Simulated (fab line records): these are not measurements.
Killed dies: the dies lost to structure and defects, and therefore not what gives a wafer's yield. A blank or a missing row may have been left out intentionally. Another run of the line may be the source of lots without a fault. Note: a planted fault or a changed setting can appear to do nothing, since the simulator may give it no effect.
Split-lot trial | flow n5 finfet | 39 wafers read from 7 lots, route of 1938 steps

THE SPLIT ITSELF
At N5_DUMMY_GATE_ETCH_31 (etches SiO2 in C4F6/O2, target depth 82.5 nm, time 27.5 s), the setting target depth a was moved away from the recipe's 825 angstrom on 12 of the 39 wafers read, by -6.6% to +11.4%. All remaining wafers had this setting at the recipe value.

The reading is taken at the split's own step.

THE READING
etch.depth nm (the simulator's own value, which no gauge read), in nm, at N5_DUMMY_GATE_ETCH_31 (etches SiO2 in C4F6/O2, target depth 82.5 nm, time 27.5 s). There is no usual value for it anywhere in the file. Average 82.02 nm, standard deviation 1.9 nm, over the 27 wafers here run with the recipe.

wafer  | tool, chamber at the split | target depth a as run, angstrom | against the recipe | etch.depth nm, nm | against lot-mates on the recipe
L076.1 | rie diel-02, 0             | 825                             | recipe             | 79.54             | -
L076.2 | rie diel-02, 2             | 919.1                           | +11.4%             | 90.13             | +9.60
L076.3 | rie diel-02, 1             | 919.1                           | +11.4%             | 88.85             | +8.32
L076.4 | rie diel-02, 3             | 825                             | recipe             | 81.61             | -
L076.5 | rie diel-02, 1             | 825                             | recipe             | 80.44             | -
L076.6 | rie diel-02, 0             | 919.1                           | +11.4%             | 88.6              | +8.07
L080.1 | rie diel-04, 2             | 825                             | recipe             | 79.88             | -
L080.2 | rie diel-04, 0             | 825                             | recipe             | 79.62             | -
L080.3 | rie diel-04, 1             | 825                             | recipe             | 82.02             | -
L080.4 | rie diel-04, 3             | 825                             | recipe             | 83.83             | -
L080.5 | rie diel-04, 2             | 825                             | recipe             | 79.2              | -
L080.6 | rie diel-04, 3             | 825                             | recipe             | 83.61             | -
L081.1 | rie diel-04, 2             | 825                             | recipe             | 79.22             | -
L081.2 | rie diel-04, 1             | 868.8                           | +5.3%              | 86.35             | +5.79
L081.3 | rie diel-04, 3             | 868.8                           | +5.3%              | 87.68             | +7.12
L081.4 | rie diel-04, 3             | 868.8                           | +5.3%              | 88.02             | +7.46
L081.5 | rie diel-04, 2             | 825                             | recipe             | 79.91             | -
L081.6 | rie diel-04, 1             | 825                             | recipe             | 82.55             | -
L085.1 | rie diel-06, 1             | 825                             | recipe             | 85.14             | -
L085.2 | rie diel-06, 2             | 825                             | recipe             | 84.07             | -
L085.3 | rie diel-06, 3             | 825                             | recipe             | 83.59             | -
L085.4 | rie diel-06, 0             | 825                             | recipe             | 81.88             | -
L085.5 | rie diel-06, 2             | 825                             | recipe             | 83.58             | -
L085.6 | rie diel-06, 3             | 825                             | recipe             | 82.44             | -
L086.2 | rie diel-06, 3             | 825                             | recipe             | 83.79             | -
L086.3 | rie diel-06, 1             | 825                             | recipe             | 85.17             | -
L086.4 | rie diel-06, 0             | 825                             | recipe             | 80.91             | -
L088.1 | rie diel-06, 1             | 825                             | recipe             | 85.03             | -
L088.2 | rie diel-06, 0             | 864.3                           | +4.8%              | 86.04             | +2.33
L088.3 | rie diel-06, 3             | 825                             | recipe             | 83.74             | -
L088.4 | rie diel-06, 2             | 864.3                           | +4.8%              | 86.95             | +3.24
L088.5 | rie diel-06, 0             | 825                             | recipe             | 82.37             | -
L088.6 | rie diel-06, 3             | 864.3                           | +4.8%              | 87.32             | +3.61
L089.1 | rie diel-02, 2             | 770.3                           | -6.6%              | 76.69             | -3.79
L089.2 | rie diel-02, 0             | 770.3                           | -6.6%              | 74.2              | -6.28
L089.3 | rie diel-02, 3             | 825                             | recipe             | 81.72             | -
L089.4 | rie diel-02, 1             | 825                             | recipe             | 80.17             | -
L089.5 | rie diel-02, 1             | 770.3                           | -6.6%              | 74.4              | -6.08
L089.6 | rie diel-02, 0             | 825                             | recipe             | 79.56             | -

THE FIT
A straight line over all 39 wafers: etch.depth nm changes by +0.802 nm for each +1% of target depth a; r = +0.87; the points scatter about the line by 1.9 nm.
The same after taking each lot's own level away (the mean of its wafers on the recipe; 39 wafers): +0.818 nm for each +1%; r = +0.92; scatter 1.5 nm.
That fit puts the effect of the largest move of target depth a on the reading at 9.3 nm.
Measured against the standard deviation above, the lots' own levels, which go from 80.483 to 83.713 nm, span 1.7 times it.
Hence the lot-to-lot level has little effect on the slope; both slopes agree.
Check: for one of the wafers moved furthest among these (+11.4%), held out of the fit, the line's prediction against its lot-mates is +9.36 nm. It came out at +9.6 nm against them.

THE OTHER SPLITS THESE WAFERS WENT THROUGH
Other splits were also applied to these wafers ahead of the reading. Each is held against what the fit with the lots' levels taken away leaves over:
other split on the same wafers               | wafers away from the commonest value | r with etch.depth nm (lot level and that fit taken away)
N5_PMOS_HMC_CHANNEL_EPI_FIN_RECESS_16 time s | 12                                   | -0.07
N5_FIN_SAQP_HM_DEP_72 target thk a           | 18                                   | -0.07
N5_DUMMY_GATE_EXPOSE_12 dose mj              | 15                                   | +0.04

FILE'S OWN FIT
etch.depth nm changes by +0.823 nm for each +1% of target depth a, r = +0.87.
